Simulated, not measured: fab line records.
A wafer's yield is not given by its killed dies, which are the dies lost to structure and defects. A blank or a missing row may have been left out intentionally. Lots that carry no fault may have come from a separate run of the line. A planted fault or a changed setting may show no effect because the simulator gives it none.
Chamber matching + flow n5Finfet + aldSin-03 running N5_FIN_SAQP_SPACER2_ALD_28: 4 sister chambers
The step deposits SiO2, target thk 8.1 nm, pulse time 1 s, purge time 2 s. 8 wafers are shown with their chamber, then 12 later ones without.

== EACH WAFER AND ITS CHAMBER ==
| wafer  | chamber | heaterPowerW (W) | precursorPulseHeightRel |
|--------|---------|------------------|-------------------------|
| L085.5 | 0       | 437              | 0.972                   |
| L086.5 | 1       | 505              | 1.046                   |
| L087.1 | 1       | 500              | 1.000                   |
| L087.2 | 2       | 403              | 0.998                   |
| L087.3 | 3       | 546              | 0.994                   |
| L087.4 | 0       | 418              | 0.977                   |
| L087.5 | 2       | 416              | 1.009                   |
| L087.6 | 3       | 546              | 1.009                   |

== WAFERS MISSING THEIR CHAMBER ==
| wafer  | heaterPowerW (W) | precursorPulseHeightRel |
|--------|------------------|-------------------------|
| L088.2 | 483              | 0.983                   |
| L088.3 | 412              | 0.967                   |
| L088.6 | 420              | 1.028                   |
| L092.2 | 429              | 0.998                   |
| L092.4 | 488              | 0.999                   |
| L092.5 | 548              | 1.027                   |
| L093.1 | 399              | 1.007                   |
| L093.2 | 411              | 0.998                   |
| L093.3 | 496              | 1.005                   |
| L093.4 | 554              | 1.023                   |
| L093.5 | 538              | 0.993                   |
| L093.6 | 429              | 0.986                   |

== EACH ONE'S CHAMBER ==
| wafer  | from the rows above     | in truth                   |
|--------|-------------------------|----------------------------|
| L088.2 | 1                       | 1                          |
| L088.3 | can't be placed: 0 or 2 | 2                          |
| L088.6 | can't be placed: 2 or 0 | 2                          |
| L092.2 | can't be placed: 0 or 2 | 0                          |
| L092.4 | 1                       | 1                          |
| L092.5 | 3                       | 3                          |
| L093.1 | 2                       | 2                          |
| L093.2 | 2                       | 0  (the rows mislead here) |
| L093.3 | 1                       | 1                          |
| L093.4 | 3                       | 3                          |
| L093.5 | 3                       | 3                          |
| L093.6 | can't be placed: 0 or 2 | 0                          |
Correctly placed: 7 of 12. From these rows, 4 cannot be placed; in 4 the true chamber is one of the candidates. Placed wrongly: 1.
How it was worked out, from the rows above alone: a wafer's distance from a chamber is the root of the sum, over the readings, of the square of ((its reading less the chamber's mean) divided by the reading's scatter). The wafer belongs to the nearest chamber; if the next one is less than 2 further off, it can't be placed. A chamber's mean is the mean of its shown wafers. The scatter is the square root of a quotient: the sum, over the shown wafers, of each reading's squared deviation from its chamber's mean, divided by wafers minus chambers.
